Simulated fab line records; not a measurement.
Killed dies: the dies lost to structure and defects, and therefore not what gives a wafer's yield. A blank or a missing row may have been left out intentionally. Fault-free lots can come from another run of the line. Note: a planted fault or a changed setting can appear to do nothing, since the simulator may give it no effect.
Matching of chambers    flow n5_finfet    rie_diel-05 running N5_FIN_SAQP_SPACER1_ETCHBACK_25: 4 sister chambers
The step etches SiO2 in CHF3/O2, target depth 24.4 nm, time 12.2 s. 4 wafers are shown with their chamber, then 7 later ones without.

== EACH WAFER AND ITS CHAMBER ==
wafer   chamber  showerhead_plenum_p_Torr (Torr)
L081.2  1        2.27
L086.2  2        2.32
L087.2  0        2.35
L087.4  3        2.55

== WAFERS WITHOUT THEIR CHAMBER ==
wafer   showerhead_plenum_p_Torr (Torr)
L087.5  2.32
L088.1  2.26
L088.2  2.55
L088.4  2.35
L090.1  2.35
L090.4  2.55
L090.5  2.35

== CHAMBER TAKEN BY EACH ==
wafer   from the rows above  in truth
L087.5  2                    2
L088.1  1                    1
L088.2  3                    3
L088.4  0                    0
L090.1  0                    0
L090.4  3                    3
L090.5  0                    0
Correctly placed: 7 of 7. Not placeable from these rows: 0. Placed wrongly: 0.
How it was worked out, from the rows above alone: a wafer's distance from a chamber is the root of the sum, over the readings, of the square of ((its reading less the chamber's mean) divided by the reading's scatter). The wafer belongs to the nearest chamber; if the next one is less than 2 further off, it can't be placed. Each chamber's mean is taken over the wafers shown for it. The scatter (one wafer shown for each chamber): square how far every hidden wafer sits from the nearest shown wafer, average those squares and take the square root.
